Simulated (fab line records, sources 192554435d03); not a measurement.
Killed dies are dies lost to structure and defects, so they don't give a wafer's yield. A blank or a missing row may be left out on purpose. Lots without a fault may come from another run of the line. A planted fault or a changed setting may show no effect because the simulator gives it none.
fab line records | flow n5_finfet
record lots=7 wafers=21
route steps=1938 shown BEOL_M14@1762 BEOL_M15@1797 MIM_TOP_LITHO@1843 TV_OPEN@1890
start_h: hours from the record's first day to the start of the lot's first wafer shown | wait_h: hours since the lot's step before | " the same as in the row above | L1.1+2: a row that stands for several wafers | - no value, or no start given | * or withheld: withheld | < > ~ a bound
route shown NAME@n: a module of which the file shows steps, and the number in the route of the first | usual: mean/standard deviation of fault-free wafers | same: alike in all rows | chamber/n: place in a boat | sites: the reading at each site | _std_site: their standard deviation | _edge_site: outer sites' mean less inner sites' | radius_mm: how far each site lies from the wafer's centre | mask NAME#n: copy n | behind: the tool/chamber that last shaped the wafer | hold: why the lot was held/for how many hours/how that ended | device: the transistor (n, p or np) that didn't switch | end of line: the same wafers' tests at the end of the route | a step without rows: its recipe alone | killed: dies lost to structure and defects at the first sort, not the wafer's yield | map: a wafer's dies, x killed, . not, _ none there
set.NAME: the setting as run; set.NAME@STEP: as run at that earlier step | model.NAME: the simulator's own value behind a step, which no gauge read
lots whose settings were changed on purpose; a table a step, a row a wafer
## steps
# step N5_BEOL_M14_SPUTTER_43
# recipe material=TaN target_thk_a=150 temp_c=50 bias_v=168.6 power_w=15000 chamber_pressure_pa=0.12 time_s=24.19
# columns lot.wafer tool chamber start_h wait_h set.power_w model.TaN_of_BEOL_M14_SPUTTER_43.thk_nm
L074.4+6 pvd_sputter-02 - 287.93 0.0 15000 15
L074.5 " - " " 15000 14.8
L075.3 pvd_sputter-01 - 317.59 0.0 15000 14.8
L075.5+6 " - " " 15000 14.6
L083.1 pvd_sputter-03 - 354.18 0.0 15000 15
L083.2 " - " " 13110 13
L083.5 " - " " 13110 13.2
L082.2+5 pvd_sputter-02 - 364.29 0.0 15000 15.2
L082.3 " - " " 15000 15
L084.1+4 pvd_sputter-03 - 371.50 0.0 16340 16.4
L084.3 " - " " 15000 15
L092.2 pvd_sputter-03 - 380.58 0.0 15000 15
L092.3+5 " - " " 17220 17.2
L085.3+4 pvd_sputter-02 - 380.76 0.0 15000 15.2
L085.6 " - " " 15000 15
# step N5_BEOL_M14_SPUTTER_44
# recipe material=Ta target_thk_a=150 temp_c=50 bias_v=80 power_w=15000 chamber_pressure_pa=0.07 time_s=24.19
# step N5_BEOL_M14_SPUTTER_45
# recipe material=Cu target_thk_a=1000 temp_c=-20 bias_v=60 power_w=26000 chamber_pressure_pa=0.13 time_s=16.67
# step N5_BEOL_M14_ECD_47
# recipe material=Cu target_thk_a=12480
# step N5_BEOL_M14_ANNEAL_48
# recipe temp_c=225 time_s=90 ambient=N2
# step N5_BEOL_M14_CMP_49
# recipe stop_on=SiO2 t_overpolish_s=5.2 down_force_psi=2 platen_rpm=80 clearing_platen_down_force_psi=2 clearing_platen_rpm=80 post_cmp_clean=cu_alkaline target_thk_nm=560 clearing_platen_pad_velocity_m_s=1.5917 pad_velocity_m_s=1.5917
# usual barrier_field_endpoint_s=11.31/0.23
# columns lot.wafer tool chamber start_h wait_h set.power_w@BEOL_M14_SPUTTER_43 barrier_field_endpoint_s
L074.4 cmp-02 3 289.47 0.2 15000 11.19
L074.5 " 3 " " 15000 11.13
L074.6 " 0 " " 15000 11.34
L075.3 cmp-01 3 318.44 0.3 15000 11.42
L075.5 " 1 " " 15000 11.26
L075.6 " 2 " " 15000 11.60
L083.2 cmp-02 0 354.99 0.2 13110 10.40
L083.1 " 1 " " 15000 11.16
L083.5 " 0 " " 13110 10.64
L082.2 cmp-04 3 365.10 0.2 15000 11.25
L082.3 " 0 " " 15000 11.49
L082.5 " 3 " " 15000 11.12
L084.4 cmp-04 1 372.56 0.1 16340 11.84
L084.3 " 3 " " 15000 11.26
L084.1 " 0 " " 16340 12.03
L092.3 cmp-02 1 381.96 0.2 17220 12.15
L092.2 " 2 " " 15000 11.11
L092.5 " 1 " " 17220 12.18
L085.3 cmp-02 3 382.32 0.3 15000 11.51
L085.4 " 0 " " 15000 11.27
L085.6 " 2 " " 15000 11.42
# step N5_BEOL_M15_COAT_22
# recipe spin_rpm=1704 resist_thk_nm=800
# columns lot.wafer tool chamber start_h wait_h set.spin_rpm model.coat_of_BEOL_M15_COAT_22.thk_nm
L074.4 litho_track-05 0 - - 1704 804.4
L074.5 " 0 " " 1704 806.8
L074.6 " 0 " " 1704 801.8
L075.3 litho_track-04 0 - - 1704 801.2
L075.5 " 0 " " 1704 802.4
L075.6 " 0 " " 1704 804.6
L083.1 litho_track-01 0 - - 1704 797.8
L083.2 " 0 " " 1846 766.6
L083.5 " 0 " " 1704 795
L082.2 litho_track-05 0 - - 1826 774.8
L082.3 " 0 " " 1826 773.6
L082.5 " 0 " " 1704 800.8
L084.1 litho_track-05 0 - - 1704 802
L084.3 " 0 " " 1704 797
L084.4 " 0 " " 1704 799
L092.2 litho_track-05 0 - - 1704 805.4
L092.3 " 0 " " 1570 837.8
L092.5 " 0 " " 1704 804.4
L085.3 litho_track-04 0 - - 1704 797.2
L085.4 " 0 " " 1704 798.6
L085.6 " 0 " " 1704 797.8
# step N5_BEOL_M15_PEB_26
# recipe peb_temp_c=130 peb_time_s=90
# columns lot.wafer tool chamber start_h wait_h set.peb_temp_c
L074.4+5+6 litho_track-01 0 291.85 0.0 130
L075.3 litho_track-01 0 321.01 0.0 128
L075.5+6 " 0 " " 130
L083.1+2+5 litho_track-04 0 357.33 0.1 130
L082.2+3+5 litho_track-05 0 367.57 0.0 130
L084.1+3+4 litho_track-05 0 375.07 0.1 130
L092.2+3+5 litho_track-05 0 384.96 0.0 130
L085.3+4+6 litho_track-04 0 385.41 0.0 130
# step N5_BEOL_M15_DEVELOP_27
# recipe develop_time_s=45 rinse_liquid=diw dry=air_spin dev_temp_c=21
# step N5_BEOL_M15_HARDBAKE_32
# recipe temp_c=130 time_s=120
# step N5_BEOL_M15_DESCUM_33
# recipe chemistry=O2 time_s=7.9 source_power_w=50 bias_power_w=20 pressure_mtorr=20 rf_frequency_hz=2.712e+07 temp_c=40 o2_flow_sccm=225
# step N5_BEOL_M15_ETCH_61
# recipe chemistry=N2/H2 target=BARC target_depth_a=890 overetch_a=267 time_s=67.9 ion_energy_ev=200 pressure_mtorr=30 source_w=840 bias_w=150 n2_flow_sccm=200 h2_flow_sccm=200
# step N5_BEOL_M15_TRENCH_ETCH_34
# recipe chemistry=C4F8/O2/Ar target=SiO2 target_depth_a=8729.3 he_inner_torr=15 he_outer_torr=30 time_s=199 ion_energy_ev=800 pressure_mtorr=20 source_w=1905 bias_w=2040 Ar_flow_sccm=400 C4F8_flow_sccm=16 O2_flow_sccm=12
# columns lot.wafer tool chamber start_h wait_h set.spin_rpm@BEOL_M15_COAT_22 model.coat_of_BEOL_M15_COAT_22.thk_nm
L074.4 rie_diel-03 1 292.34 0.0 1704 547
L074.5 " 0 " " 1704 553.4
L074.6 " 1 " " 1704 544
L075.3 rie_diel-01 1 321.86 0.0 1704 546.4
L075.5 " 1 " " 1704 545.2
L075.6 " 2 " " 1704 543.6
L083.1 rie_diel-06 1 357.78 0.0 1704 534
L083.2 " 0 " " 1846 505
L083.5 " 2 " " 1704 539.4
L082.2 rie_diel-06 3 367.86 0.0 1826 517.4
L082.3 " 2 " " 1826 518.4
L082.5 " 3 " " 1704 543.2
L084.1 rie_diel-06 3 375.36 0.0 1704 546.6
L084.3 " 0 " " 1704 534.6
L084.4 " 1 " " 1704 538.2
L092.2 rie_diel-06 0 385.27 0.0 1704 541
L092.3 " 1 " " 1570 574.6
L092.5 " 3 " " 1704 549.6
L085.3 rie_diel-03 2 385.70 0.0 1704 544.8
L085.4 " 2 " " 1704 544
L085.6 " 1 " " 1704 538.8
# step N5_MIM_TOP_LITHO_EXPOSE_05
# recipe mask_id=MIM_TOP na=0.55 source_shape=conventional sigma_outer=0.8 polarization=unpolarized target_cd_nm=2000 dose_mj=20.5
# columns lot.wafer tool chamber start_h wait_h mask set.dose_mj
L074.4 krf_scanner-02 0 297.21 - MIM_TOP#0 20.5
L074.5+6 " 0 " " MIM_TOP#0 21.17
L075.3+5+6 krf_scanner-01 0 330.18 - MIM_TOP#0 20.5
L083.1+2 krf_scanner-02 0 369.64 - MIM_TOP#0 20.5
L083.5 " 0 " " MIM_TOP#0 21.75
L082.2+3+5 krf_scanner-02 0 376.37 - MIM_TOP#0 20.5
L084.1+3 krf_scanner-02 0 388.77 - MIM_TOP#0 21.82
L084.4 " 0 " " MIM_TOP#0 20.5
L085.3+4+6 krf_scanner-02 0 396.88 - MIM_TOP#0 20.5
L092.2+3 krf_scanner-01 0 397.04 - MIM_TOP#0 20.5
L092.5 " 0 " " MIM_TOP#0 19.21
# step N5_MIM_TOP_LITHO_PEB_06
# recipe peb_temp_c=withheld peb_time_s=*
# step N5_MIM_TOP_LITHO_DEVELOP_07
# recipe develop_time_s=60 rinse_liquid=diw dry=air_spin dev_temp_c=21
# step N5_MIM_TOP_LITHO_HARDBAKE_09
# recipe temp_c=130 time_s=120
# step N5_MIM_TOP_LITHO_CD_MEAS_08
# recipe target_cd_nm=2000 landing_energy_ev=500 detector=se_inlens
# usual cd_nm=2000.1/1.4
# columns lot.wafer tool chamber start_h wait_h set.dose_mj@MIM_TOP_LITHO_EXPOSE_05 cd_nm
L074.4 cd_sem-03 0 297.37 - 20.5 2000.6
L074.5 " 0 " " 21.17 1995.6
L074.6 " 0 " " 21.17 1993.9
L075.3 cd_sem-03 0 330.35 - 20.5 1999.8
L075.5 " 0 " " 20.5 1999.3
L075.6 " 0 " " 20.5 2000.6
L083.1 cd_sem-01 0 369.81 - 20.5 1999.8
L083.2 " 0 " " 20.5 1998.0
L083.5 " 0 " " 21.75 1987.4
L082.2 cd_sem-03 0 376.54 - 20.5 1999.4
L082.3 " 0 " " 20.5 2000.0
L082.5 " 0 " " 20.5 1999.2
L084.1 cd_sem-03 0 388.94 - 21.82 1991.6
L084.3 " 0 " " 21.82 1988.0
L084.4 " 0 " " 20.5 1999.0
L085.3 cd_sem-03 0 397.05 - 20.5 1998.9
L085.4 " 0 " " 20.5 2001.0
L085.6 " 0 " " 20.5 2001.0
L092.2 cd_sem-03 0 397.21 - 20.5 2000.6
L092.3 " 0 " " 20.5 2000.4
L092.5 " 0 " " 19.21 2010.8
# step N5_MIM_TOP_LITHO_DESCUM_10
# recipe chemistry=O2 time_s=7.9 source_power_w=50 bias_power_w=20 pressure_mtorr=20 rf_frequency_hz=2.712e+07 temp_c=40 o2_flow_sccm=225
# columns lot.wafer tool chamber start_h wait_h set.dose_mj@MIM_TOP_LITHO_EXPOSE_05 model.MIM_TOP_LITHO.cd_nm
L074.4 rie_diel-02 0 297.72 0.3 20.5 2001
L074.5 " 3 " " 21.17 1995
L074.6 " 0 " " 21.17 1994
L075.3 rie_diel-04 0 330.49 0.1 20.5 2000
L075.5 " 2 " " 20.5 1999
L075.6 " 3 " " 20.5 2001
L083.1 rie_diel-05 0 369.90 0.0 20.5 2000
L083.2 " 1 " " 20.5 -
L083.5 " 0 " " 21.75 1988
L082.2+5 rie_diel-02 3 376.87 0.3 20.5 1999
L082.3 " 1 " " 20.5 2000
L084.1 rie_diel-05 2 389.03 0.0 21.82 1992
L084.3 " 1 " " 21.82 1988
L084.4 " 3 " " 20.5 1999
L085.3 rie_diel-05 2 397.14 0.0 20.5 -
L085.4+6 " 0 " " 20.5 2001
L092.2 rie_diel-04 1 397.40 0.1 20.5 2000
L092.3 " 0 " " 20.5 2001
L092.5 " 0 " " 19.21 2011
# step N5_PASSIVATION_ETCH_15
# recipe chemistry=CF4/N2 target=SiCN target_depth_a=750 taper_deg=2 time_s=81.2 ion_energy_ev=150 mask_material=SiNx pressure_mtorr=40 source_w=430 bias_w=70 Ar_flow_sccm=100 cf4_flow_sccm=60 n2_flow_sccm=60
# usual rf_vpp_V=382.0/1.7
# columns lot.wafer tool chamber start_h wait_h set.bias_w rf_vpp_V
L074.4 rie_diel-06 1 - - 70 382.7
L074.5 " 2 " " 70 380.1
L074.6 " 3 " " 70 383.8
L075.3 rie_diel-03 1 - - 60.65 347.0
L075.5 " 1 " " 60.65 346.9
L075.6 " 2 " " 60.65 350.9
L083.1 rie_diel-01 2 - - 70 384.3
L083.2 " 3 " " 70 380.9
L083.5 " 0 " " 62.87 356.3
L082.2 rie_diel-03 0 - - 70 381.3
L082.3 " 3 " " 70 382.5
L082.5 " 3 " " 70 383.9
L084.1 rie_diel-01 1 - - 60.57 348.9
L084.3 " 0 " " 70 380.3
L084.4 " 2 " " 60.57 351.0
L085.3 rie_diel-06 2 - - 70 379.8
L085.4 " 0 " " 70 382.6
L085.6 " 0 " " 70 383.2
L092.2 rie_diel-03 0 - - 61.53 351.3
L092.3 " 3 " " 70 381.3
L092.5 " 3 " " 61.53 351.9
## key
split step=N5_BEOL_M14_SPUTTER_43 setting=power_w stated=15000 by=wafer
response step=N5_BEOL_M14_SPUTTER_43 reading=model.TaN_of_BEOL_M14_SPUTTER_43.thk_nm change=+0.151 per=1% r=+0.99
response step=N5_BEOL_M14_CMP_49 reading=barrier_field_endpoint_s change=+0.065 per=1% r=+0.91
split step=N5_BEOL_M15_COAT_22 setting=spin_rpm stated=1704 by=wafer
response step=N5_BEOL_M15_COAT_22 reading=model.coat_of_BEOL_M15_COAT_22.thk_nm change=-3.82 per=1% r=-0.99
response step=N5_BEOL_M15_TRENCH_ETCH_34 reading=model.coat_of_BEOL_M15_COAT_22.thk_nm change=-3.7 per=1% r=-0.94
split step=N5_BEOL_M15_PEB_26 setting=peb_temp_c stated=130 by=wafer
response none clear
split step=N5_MIM_TOP_LITHO_EXPOSE_05 setting=dose_mj stated=20.5 by=wafer
response step=N5_MIM_TOP_LITHO_CD_MEAS_08 reading=cd_nm change=-1.65 per=1% r=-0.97
response step=N5_MIM_TOP_LITHO_DESCUM_10 reading=model.MIM_TOP_LITHO.cd_nm change=-1.65 per=1% r=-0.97
split step=N5_PASSIVATION_ETCH_15 setting=bias_w stated=70 by=wafer
response step=N5_PASSIVATION_ETCH_15 reading=rf_vpp_V change=+2.4 per=1% r=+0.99
